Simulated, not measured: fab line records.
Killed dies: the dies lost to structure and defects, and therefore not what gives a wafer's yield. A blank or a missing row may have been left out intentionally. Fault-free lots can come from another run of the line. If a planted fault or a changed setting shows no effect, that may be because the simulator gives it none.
Code-filled problem report in 8D (eight disciplines) form + flow n5_finfet + the parts of the form that need people (team, actions taken, sign-off) are left out
Where a reading is given only as a bound, like >300, the bound stands for it, and a mean or a difference that rests on one is marked > or <: the true number lies beyond.

## 1. THE PROBLEM
raw_defect_count at N5_HKMG_FIN_INSPECT_14 reads a mean of >300 on 6 wafers of 2 lots; wafers without a fault read 2.0 with a standard deviation of 1.3. That is +99 or more standard deviations from the usual mean.
The step: inspects for defects (macro).
First seen on wafer L915.3, day 6 23:28, on defect_inspect-02. The record has a number at this step for 24 wafers belonging to 8 lots. Rule for "out", or "out of limits": more than 4 standard deviations from the usual mean. Any other wafer with a number is counted as sound.

## 2. WHAT IT IS; WHAT IT IS NOT
| question                    | is                     | is not                                                                    |
|-----------------------------|------------------------|---------------------------------------------------------------------------|
| which readings at this step | raw_defect_count       | -                                                                         |
| which lots                  | L915, L916             | L904, L907, L909, L914, L921, L923                                        |
| which wafers of those lots  | all that have a number | -                                                                         |
| read on which gauges        | defect_inspect-02      | defect_inspect-01                                                         |
| when                        | from day 6 23:28       | up to then (12 sound wafers); but 6 sound wafers of L921, L923 came after |

## 3. THE SUSPECTS, EACH WITH WHAT RULES IT OUT
Counting: a tool stays on the suspect list if, at a process step up to the reading, it processed all lots that are out and no sound lot following the first of them.
- the gauge at N5_HKMG_FIN_INSPECT_14: kept. All the wafers that are out were read on defect_inspect-02, and no step on other tools shows them out.
- rie_diel-01 at N5_HKMG_FIN_DESCUM_53 (chemistry O2, time 7.9 s): kept. It processed each lot that is out, first L915 at day 6 20:08, and no sound lot thereafter; up to then, the last sound lot it processed was L914 at day 6 16:42.
- rie_diel-01 at N5_HKMG_FIN_ETCH_58 (etches SOC in N2/H2, target depth 215.8 nm, time 741 s): kept. It processed each lot that is out, first L915 at day 6 20:26, and no sound lot thereafter; up to then, the last sound lot it processed was L914 at day 6 17:00.
- ald_metal-02 at N5_HKMG_FIN_ALD_36 (deposits TiN, target thk 1 nm, pulse time 1 s, purge time 3 s): ruled out as a lasting fault. Sound lots L921 ran on it after its first lot that is out, L915 (day 6 22:16).
After the count, these remain: rie_diel-01 at N5_HKMG_FIN_DESCUM_53, rie_diel-01 at N5_HKMG_FIN_ETCH_58 and defect_inspect-02 at N5_HKMG_FIN_INSPECT_14.

## 4. THE CAUSE (what the simulator had put in)
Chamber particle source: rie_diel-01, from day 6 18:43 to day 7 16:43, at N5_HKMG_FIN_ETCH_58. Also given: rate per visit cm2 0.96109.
After counting, 3 suspects remain, this tool included.

## 5. THE CHAIN OF EFFECTS, in route order
Rows list readings where the struck wafers' mean (over those with a number) sits beyond 3 standard deviations from the usual. Only readings whose record carries a usual standard deviation are examined. hours: median over the lots of the time between each lot's start at the first step of this table that gives one and its start at this step. sigmas: the change, counted in usual standard deviations.
| hours | step                    | reading              | usual  | on struck wafers | change | sigmas      |
|-------|-------------------------|----------------------|--------|------------------|--------|-------------|
| 0     | N5_HKMG_FIN_INSPECT_14  | raw_defect_count     | 2.0    | >300             | >+298  | +99 or more |
| 187   | N5_PASSIVATION_PROBE_49 | defect_limited_yield | 91.4 % | 84.9             | -6.5   | -4.4        |
| 187   | N5_PASSIVATION_PROBE_49 | killed_at_front_end  | 40     | 117              | +77    | +5.9        |
| 187   | N5_PASSIVATION_PROBE_49 | killed_dies          | 101    | 178              | +78    | +4.3        |
| 187   | N5_PASSIVATION_PROBE_49 | sort_bin_5_function  | 5.1 %  | 9.3              | +4.2   | +4.2        |
| 187   | N5_PASSIVATION_PROBE_49 | sort_n_pass          | 1079   | 1002             | -78    | -4.3        |
| 187   | N5_PASSIVATION_PROBE_49 | sort_yield_pct       | 91.4 % | 84.9             | -6.5   | -4.4        |
Process steps it contains:
- N5_PASSIVATION_PROBE_49
Later steps that measure or inspect, where all struck wafers having a row at the step show a number for every such reading and not one has moved that far: N5_BEOL_M4_RC_MEAS_101.

## 6. WHAT WOULD HAVE CAUGHT IT SOONER
Counted from the fault's start at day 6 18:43, it took 5 hours until the first out-of-limits reading at a measuring or inspecting step in this record, taken at day 6 23:28.
No tool reading at N5_HKMG_FIN_ETCH_58 that has a usual standard deviation in the record was out on any struck wafer, so an alarm limit of 4 standard deviations on those readings would not have fired.
L916, from the lots that are out (2), started N5_HKMG_FIN_ETCH_58 on rie_diel-01 later than day 6 23:28. Putting the tool on hold at that point would have spared it.
